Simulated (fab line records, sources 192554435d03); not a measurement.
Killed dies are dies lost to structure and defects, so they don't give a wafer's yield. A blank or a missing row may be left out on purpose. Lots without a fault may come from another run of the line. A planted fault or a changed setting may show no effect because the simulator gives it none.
Chamber matching | flow n5_finfet | N5_BEOL_M2_ETCH_74 on rie_diel-06: 4 sister chambers
The step etches underlayer in N2/H2, target depth 6.5 nm, time 5.2 s. 18 wafers are shown with their chamber, then 9 later ones without.

WAFERS WITH THEIR CHAMBER
wafer  | chamber | drypump_motor_current_A (A) | showerhead_plenum_p_Torr (Torr) | oes_product_au (a.u.)
L078.1 | 1       | 5.4                         | 2.51                            | 0.59
L078.2 | 0       | 5.5                         | 2.66                            | 0.65
L078.3 | 3       | 6.9                         | 2.64                            | 0.63
L081.1 | 3       | 6.8                         | 2.64                            | 0.63
L081.2 | 1       | 5.4                         | 2.51                            | 0.59
L081.3 | 2       | 5.4                         | 2.50                            | 0.83
L081.4 | 0       | 5.5                         | 2.65                            | 0.66
L081.5 | 1       | 5.4                         | 2.51                            | 0.59
L081.6 | 0       | 5.5                         | 2.65                            | 0.65
L083.1 | 1       | 5.4                         | 2.51                            | 0.57
L083.3 | 0       | 5.5                         | 2.65                            | 0.64
L083.5 | 1       | 5.3                         | 2.51                            | 0.59
L089.1 | 2       | 5.4                         | 2.49                            | 0.78
L089.2 | 3       | 6.8                         | 2.63                            | 0.62
L089.3 | 0       | 5.5                         | 2.65                            | 0.63
L089.4 | 1       | 5.4                         | 2.50                            | 0.58
L089.5 | 0       | 5.5                         | 2.65                            | 0.64
L089.6 | 3       | 6.8                         | 2.63                            | 0.63

SIGNATURES (means of the wafers above)
reading                  | chamber 0 | chamber 1 | chamber 2 | chamber 3 | scatter within a chamber
drypump_motor_current_A  | 5.500     | 5.383     | 5.400     | 6.825     | 0.0336
showerhead_plenum_p_Torr | 2.6517    | 2.5083    | 2.4950    | 2.6350    | 0.00476
oes_product_au           | 0.6450    | 0.5850    | 0.8050    | 0.6275    | 0.0126
Rule: a wafer's distance from a chamber is the root of the sum, over the readings, of the square of ((its reading less the chamber's mean) divided by the reading's scatter). The wafer belongs to the nearest chamber; if the next one is less than 2 further off, it can't be placed. The scatter: the root of (the sum of the squares of (reading less its chamber's mean) over the shown wafers, divided by (wafers less chambers)).

WAFERS WITHOUT THEIR CHAMBER
wafer  | drypump_motor_current_A (A) | showerhead_plenum_p_Torr (Torr) | oes_product_au (a.u.)
L094.2 | 6.8                         | 2.63                            | 0.62
L094.4 | 6.8                         | 2.63                            | 0.63
L094.6 | 5.4                         | 2.49                            | 0.75
L095.1 | 5.5                         | 2.64                            | 0.62
L095.2 | 6.8                         | 2.63                            | 0.62
L095.3 | 5.4                         | 2.49                            | 0.76
L095.4 | 5.3                         | 2.49                            | 0.74
L095.5 | 5.5                         | 2.64                            | 0.62
L095.6 | 6.8                         | 2.63                            | 0.61

WHICH CHAMBER EACH WENT THROUGH
wafer  | from the rows above | in truth
L094.2 | 3                   | 3
L094.4 | 3                   | 3
L094.6 | 2                   | 2
L095.1 | 0                   | 0
L095.2 | 3                   | 3
L095.3 | 2                   | 2
L095.4 | 2                   | 2
L095.5 | 0                   | 0
L095.6 | 3                   | 3
Placed correctly: 9 of 9. Can't be placed from these rows: 0. Placed wrongly: 0.
